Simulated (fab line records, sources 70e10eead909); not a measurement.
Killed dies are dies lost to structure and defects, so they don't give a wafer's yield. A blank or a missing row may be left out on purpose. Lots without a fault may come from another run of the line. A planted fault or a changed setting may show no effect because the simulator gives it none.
Which tool did it? | flow nand_harc | 12 lots, 36 wafers sampled, at 2 steps of a route of 1159

WHAT THE GAUGES READ, wafer by wafer
NHARC_A_SLIT_OVL_MEAS_10.
lot  | measured     | on         | overlay_x_nm (nm)
L074 | day 14 03:49 | overlay-02 | 0.1 -0.2 0.4
L078 | day 14 19:04 | overlay-01 | 0.5 0.2 1.0
L079 | day 15 16:04 | overlay-01 | 1.4 0.8 0.9
L081 | day 16 06:18 | overlay-02 | -0.6 -1.1 -0.6
L084 | day 16 20:13 | overlay-01 | -1.8 -1.7 -1.9
L083 | day 16 21:52 | overlay-02 | -0.9 -1.5 -1.3
L086 | day 17 16:10 | overlay-02 | 0.3 0.7 0.0
L089 | day 18 06:00 | overlay-01 | -0.8 -0.5 -1.2
L091 | day 18 17:51 | overlay-02 | -1.4 -1.7 -1.5
L093 | day 19 05:26 | overlay-02 | -0.6 -0.9 0.0
L095 | day 19 16:56 | overlay-02 | -2.9 -3.4 -3.0
L097 | day 20 16:25 | overlay-02 | -1.8 -2.3 -1.7

WHICH TOOL RAN EACH LOT (tool, then ch and the chambers of the sampled wafers, then the start)
lot  | NHARC_A_SLIT_DEP_25
L074 | pecvd-03 ch 0,2, day 13 23:24
L078 | pecvd-01 ch 0,1,2, day 14 15:58
L079 | pecvd-01 ch 0,1,2, day 15 12:22
L081 | pecvd-03 ch 0,2, day 16 02:10
L084 | pecvd-03 ch 0,2, day 16 15:43
L083 | pecvd-02 ch 0,1,2, day 16 15:50
L086 | pecvd-02 ch 0,1,2, day 17 13:09
L089 | pecvd-01 ch 1,2, day 18 01:37
L091 | pecvd-03 ch 1,2, day 18 13:32
L093 | pecvd-03 ch 1,2, day 19 02:32
L095 | pecvd-02 ch 0,1,2, day 19 13:33
L097 | pecvd-01 ch 0,2, day 20 11:34
- NHARC_A_SLIT_DEP_25: deposits SiO2, target thk 200 nm.

THE ANSWER, worked out from the rows above alone
Rule: what is usual is taken from the lots themselves. Put in order of their means at a reading, lots are off if they are a third of the lots or fewer, leave a main group of 4 or more, and stand apart from it by a gap of 3 or more times the standard deviation of the main group's means; of several such gaps the widest counts. A main group whose means are all the same, to the digits that the tables above print for the reading, isn't used. A lot without any number at a reading at which 4 lots or more have one is off too. The other lots that the step has rows for count as sound.
No lot is off at any reading shown: from this, nothing can be told.

WHAT THE SIMULATOR HAD PUT IN
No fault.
